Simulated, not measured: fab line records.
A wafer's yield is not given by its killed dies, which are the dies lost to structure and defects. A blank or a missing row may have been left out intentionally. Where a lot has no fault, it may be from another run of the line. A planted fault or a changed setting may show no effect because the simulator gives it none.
Chamber matching + flow n5_finfet + N5_HKMG_FIN_DESCUM_53 on rie_diel-01 has 4 sister chambers
The step chemistry O2, time 7.9 s. 8 wafers are shown with their chamber, then 7 later ones without.

== WAFERS PAIRED WITH THEIR CHAMBERS ==
| wafer  | chamber | drypump_motor_current_A (A) | showerhead_plenum_p_Torr (Torr) |
|--------|---------|-----------------------------|---------------------------------|
| L075.6 | 1       | 6.4                         | 2.06                            |
| L082.3 | 3       | 5.1                         | 1.92                            |
| L088.6 | 2       | 5.4                         | 2.15                            |
| L090.2 | 0       | 6.2                         | 2.01                            |
| L090.4 | 3       | 5.1                         | 1.92                            |
| L090.6 | 0       | 6.2                         | 2.01                            |
| L093.2 | 1       | 6.5                         | 2.05                            |
| L093.4 | 2       | 5.4                         | 2.15                            |

== WAFERS WITHOUT THEIR CHAMBER ==
| wafer  | drypump_motor_current_A (A) | showerhead_plenum_p_Torr (Torr) |
|--------|-----------------------------|---------------------------------|
| L093.6 | 6.2                         | 2.01                            |
| L095.2 | 6.4                         | 2.05                            |
| L095.5 | 6.2                         | 2.01                            |
| L095.6 | 6.4                         | 2.05                            |
| L097.1 | 5.1                         | 1.91                            |
| L097.5 | 5.5                         | 2.15                            |
| L097.6 | 5.1                         | 1.91                            |

== THE CHAMBER EACH PASSED THROUGH ==
| wafer  | from the rows above | in truth |
|--------|---------------------|----------|
| L093.6 | 0                   | 0        |
| L095.2 | 1                   | 1        |
| L095.5 | 0                   | 0        |
| L095.6 | 1                   | 1        |
| L097.1 | 3                   | 3        |
| L097.5 | 2                   | 2        |
| L097.6 | 3                   | 3        |
Correct placement for 7 of the 7. Left unplaced by these rows: 0. Wrongly placed: 0.
How it was worked out, from the rows above alone: a wafer's distance from a chamber is the root of the sum, over the readings, of the square of ((its reading less the chamber's mean) divided by the reading's scatter). The wafer belongs to the nearest chamber; if the next one is less than 2 further off, it can't be placed. A chamber's mean is the mean of its shown wafers. The scatter: take each reading less its chamber's mean, square it, sum over the shown wafers, divide by the number of wafers less the number of chambers, and take the root.
